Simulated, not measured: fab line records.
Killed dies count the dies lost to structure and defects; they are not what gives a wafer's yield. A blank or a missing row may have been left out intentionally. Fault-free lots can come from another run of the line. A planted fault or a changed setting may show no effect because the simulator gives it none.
What tool caused it? | flow n5-finfet | 11 lots with 32 wafers sampled at 4 steps, on a route of 1938 steps

## WHAT THE GAUGES SHOWED, per wafer
N5_SD_EPI_N_EPI_MEAS_23. Usual: thk-nm reads 58.9 nm (standard deviation 1).
lot  | measured    | on            | thk-nm (nm)    | flag
L270 | day 3 04:55 | film-metro-01 | 60.1 59.1 61.1 |
L271 | day 3 12:22 | film-metro-02 | 58.5 59.5 59.5 |
L272 | day 3 17:37 | film-metro-01 | 59.5 59.4 59.2 |
L274 | day 4 04:55 | film-metro-02 | 57.7 59.3 59.0 |
L276 | day 4 16:08 | film-metro-02 | 58.1 58.5 58.6 |
L277 | day 4 23:01 | film-metro-01 | 59.9 59.2 58.1 |
L278 | day 5 06:10 | film-metro-02 | 55.8 59.5      |
L283 | day 6 11:27 | film-metro-01 | 58.9 56.7 57.9 |
L285 | day 6 21:55 | film-metro-01 | 59.4 54.7 52.8 | OFF
L290 | day 8 06:57 | film-metro-01 | 59.8 58.4 58.2 |
L291 | day 8 11:51 | film-metro-02 | 60.2 58.0 59.6 |

## WHAT TOOL EACH LOT RAN ON (gives the tool, then ch and the chambers of the sampled wafers, and finally the start)
lot  | N5_SPACER0_ALD_07                | N5_SD_EPI_N_ETCH_16               | N5_SD_EPI_N_EPI_21
L270 | ald-sin-01 ch 1,2,3, day 3 00:12 | rie-diel-05 ch 0,1,3, day 3 01:52 | epi-rpcvd-04 ch 0, day 3 03:29
L271 | ald-sin-02 ch 0,3, day 3 07:29   | rie-diel-01 ch 2,3, day 3 09:25   | epi-rpcvd-03 ch 0, day 3 10:38
L272 | ald-sin-03 ch 0,1,3, day 3 12:23 | rie-diel-03 ch 0,1,3, day 3 14:06 | epi-rpcvd-03 ch 0, day 3 15:20
L274 | ald-sin-03 ch 0,1,2, day 4 00:36 | rie-diel-01 ch 0,3, day 4 02:08   | epi-rpcvd-03 ch 0, day 4 03:29
L276 | ald-sin-01 ch 1,3, day 4 11:40   | rie-diel-05 ch 0,1,3, day 4 13:21 | epi-rpcvd-01 ch 0, day 4 14:41
L277 | ald-sin-01 ch 0,1, day 4 18:34   | rie-diel-05 ch 0,2,3, day 4 20:14 | epi-rpcvd-03 ch 0, day 4 21:34
L278 | ald-sin-02 ch 0,3, day 5 01:34   | rie-diel-01 ch 2,3, day 5 03:22   | epi-rpcvd-03 ch 0, day 5 04:26
L283 | ald-sin-01 ch 0,1, day 6 07:01   | rie-diel-01 ch 2,3, day 6 08:41   | epi-rpcvd-01 ch 0, day 6 10:01
L285 | ald-sin-01 ch 0,1,3, day 6 17:22 | rie-diel-01 ch 0,2, day 6 19:07   | epi-rpcvd-03 ch 0, day 6 20:11
L290 | ald-sin-02 ch 1,2,3, day 8 01:45 | rie-diel-01 ch 0,2,3, day 8 03:26 | epi-rpcvd-01 ch 0, day 8 04:40
L291 | ald-sin-02 ch 0,1,3, day 8 05:57 | rie-diel-05 ch 0,1,2, day 8 07:29 | epi-rpcvd-04 ch 0, day 8 09:20
- N5_SPACER0_ALD_07: deposits SiNx, target thk 2 nm.
- N5_SD_EPI_N_ETCH_16: etches SiO2 in CHF3/O2, target depth 5 nm.
- N5_SD_EPI_N_EPI_21: deposits Si:P, time 690 s.

## AS READ BY THE TOOLS THEMSELVES (means over the sampled wafers that have a number; for cases with no such wafer, the mark the record gives instead)
N5_SPACER0_ALD_07. Usual: chamber-pressure-Torr 2.001 Torr, standard deviation 0.0045; heater-power-w 862 W, standard deviation 93.
lot  | tool       | chamber-pressure-Torr (Torr) | heater-power-w (W) | flag
L270 | ald-sin-01 | 2.001                        | 813                |
L271 | ald-sin-02 | 2.005                        | 957                |
L272 | ald-sin-03 | 2.000                        | 782                |
L274 | ald-sin-03 | 2.001                        | 846                |
L276 | ald-sin-01 | 2.002                        | 881                |
L277 | ald-sin-01 | 1.999                        | 837                |
L278 | ald-sin-02 | 2.004                        | 982                |
L283 | ald-sin-01 | 2.000                        | 832                |
L285 | ald-sin-01 | 2.000                        | 846                |
L290 | ald-sin-02 | 2.002                        | 919                |
L291 | ald-sin-02 | 2.000                        | 936                |

N5_SD_EPI_N_ETCH_16. Usual: drypump-motor-current-A 5.6 A, standard deviation 0.4; oes-product-au 0.81 a.u., standard deviation 0.088; rf-vpp-V 528 V, standard deviation 8.1; showerhead-plenum-p-Torr 2.41 Torr, standard deviation 0.07; throttle-valve-pct 18.9 %, standard deviation 0.31.
lot  | tool        | drypump-motor-current-A (A) | oes-product-au (a.u.) | rf-vpp-V (V) | showerhead-plenum-p-Torr (Torr) | throttle-valve-pct (%) | flag
L270 | rie-diel-05 | 5.5                         | 0.81                  | 523          | 2.47                            | 18.9                   |
L271 | rie-diel-01 | 5.6                         | 0.81                  | 529          | 2.38                            | 19.1                   |
L272 | rie-diel-03 | 5.9                         | 0.76                  | 530          | 2.40                            | 18.9                   |
L274 | rie-diel-01 | 5.1                         | 0.91                  | 531          | 2.36                            | 18.6                   |
L276 | rie-diel-05 | 5.6                         | 0.79                  | 524          | 2.46                            | 18.9                   |
L277 | rie-diel-05 | 5.8                         | 0.77                  | 525          | 2.48                            | 18.8                   |
L278 | rie-diel-01 | 5.5                         | 0.81                  | 530          | 2.38                            | 19.0                   |
L283 | rie-diel-01 | 5.4                         | 0.83                  | 532          | 2.36                            | 19.0                   |
L285 | rie-diel-01 | 5.5                         | 0.76                  | 526          | 2.36                            | 19.0                   |
L290 | rie-diel-01 | 5.4                         | 0.79                  | 528          | 2.36                            | 19.0                   |
L291 | rie-diel-05 | 5.8                         | 0.74                  | 527          | 2.47                            | 19.0                   |

N5_SD_EPI_N_EPI_21. Usual: chamber-pressure-Torr reads 255.0 Torr (standard deviation 0.58).
lot  | tool         | chamber-pressure-Torr (Torr) | flag
L270 | epi-rpcvd-04 | 254.5                        |
L271 | epi-rpcvd-03 | 255.3                        |
L272 | epi-rpcvd-03 | 255.1                        |
L274 | epi-rpcvd-03 | 254.8                        |
L276 | epi-rpcvd-01 | 254.8                        |
L277 | epi-rpcvd-03 | 254.5                        |
L278 | epi-rpcvd-03 | 256.1                        |
L283 | epi-rpcvd-01 | 254.6                        |
L285 | epi-rpcvd-03 | 255.2                        |
L290 | epi-rpcvd-01 | 254.9                        |
L291 | epi-rpcvd-04 | 255.1                        |

## THE ANSWER, worked out from the rows above alone
Rule: a lot counts as off when the mean over its wafers that have a number is more than 3 standard deviations away from the usual mean. A lot without any number at a reading at which 4 lots or more have one is off too. Any other lot the step has rows for is counted as sound. First the gauges in route order, then the tools' own readings, where a lot's mean is used as printed above. At the first step where some lot is off, the reading lying furthest off is the one used; lots without a number count as furthest.
Off: L285 (N5_SD_EPI_N_EPI_MEAS_23, thk-nm).
A tool fits if, at a process step before that reading, it ran every lot that is off, and no sound lot after the first of them. The gauges at N5_SD_EPI_N_EPI_MEAS_23 are tried like those tools. 2 tools fit, ald-sin-01 at N5_SPACER0_ALD_07 and epi-rpcvd-03 at N5_SD_EPI_N_EPI_21, so this cannot tell which one it is.

## WHAT HAD BEEN PUT IN BY THE SIMULATOR
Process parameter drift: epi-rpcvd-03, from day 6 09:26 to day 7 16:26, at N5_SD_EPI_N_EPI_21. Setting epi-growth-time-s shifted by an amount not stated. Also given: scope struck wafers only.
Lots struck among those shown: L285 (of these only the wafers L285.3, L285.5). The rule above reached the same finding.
